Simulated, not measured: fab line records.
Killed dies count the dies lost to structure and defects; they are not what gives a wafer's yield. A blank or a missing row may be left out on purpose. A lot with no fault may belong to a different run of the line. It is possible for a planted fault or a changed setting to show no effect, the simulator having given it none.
Chamber matching + flow nand-harc + ald-hk-02 running NHARC_A_WL_FILL_ALD_00: 4 sister chambers
The step deposits Al2O3, target thk 3 nm, pulse time 3 s, ald cycles 30. 8 wafers are shown with their chamber, then 11 later ones without.

WAFERS WITH THEIR CHAMBER
| wafer  | chamber | heater-power-w (W) | precursor-pulse-height-rel |
|--------|---------|--------------------|----------------------------|
| L081.4 | 1       | 484                | 0.995                      |
| L081.6 | 2       | 385                | 0.994                      |
| L082.4 | 3       | 478                | 0.966                      |
| L082.6 | 0       | 473                | 0.995                      |
| L086.1 | 3       | 469                | 1.034                      |
| L086.2 | 0       | 468                | 1.002                      |
| L086.4 | 2       | 383                | 0.993                      |
| L088.1 | 1       | 487                | 1.012                      |

WAFERS MISSING THEIR CHAMBER
| wafer  | heater-power-w (W) | precursor-pulse-height-rel |
|--------|--------------------|----------------------------|
| L088.4 | 392                | 1.017                      |
| L088.5 | 383                | 0.996                      |
| L090.1 | 485                | 1.019                      |
| L090.4 | 469                | 0.992                      |
| L090.6 | 482                | 0.992                      |
| L089.2 | 487                | 0.999                      |
| L089.4 | 484                | 1.000                      |
| L089.5 | 483                | 0.989                      |
| L093.2 | 476                | 1.004                      |
| L093.3 | 381                | 1.003                      |
| L093.6 | 476                | 1.011                      |

CHAMBER TAKEN BY EACH
| wafer  | from the rows above          | in truth                   |
|--------|------------------------------|----------------------------|
| L088.4 | 2                            | 2                          |
| L088.5 | 2                            | 2                          |
| L090.1 | 1                            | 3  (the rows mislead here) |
| L090.4 | can't be placed: 0 or 3      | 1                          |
| L090.6 | can't be placed: 1 or 3 or 0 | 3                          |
| L089.2 | 1                            | 1                          |
| L089.4 | 1                            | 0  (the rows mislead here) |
| L089.5 | can't be placed: 1 or 3      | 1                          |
| L093.2 | can't be placed: 3 or 0 or 1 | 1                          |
| L093.3 | 2                            | 2                          |
| L093.6 | can't be placed: 3 or 0 or 1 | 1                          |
Placed correctly: 4 of 11. These rows do not allow placing 5 (true chamber among the candidates in 4). 2 placed wrongly.
How it was worked out, from the rows above alone: a wafer's distance from a chamber is the root of the sum, over the readings, of the square of ((its reading less the chamber's mean) divided by the reading's scatter). The wafer belongs to the nearest chamber; if the next one is less than 2 further off, it can't be placed. Each chamber's mean is taken over the wafers shown for it. How the scatter is found: for the shown wafers, subtract from each reading the mean of its chamber, square and add these, divide the total by (wafers less chambers), then take the root.
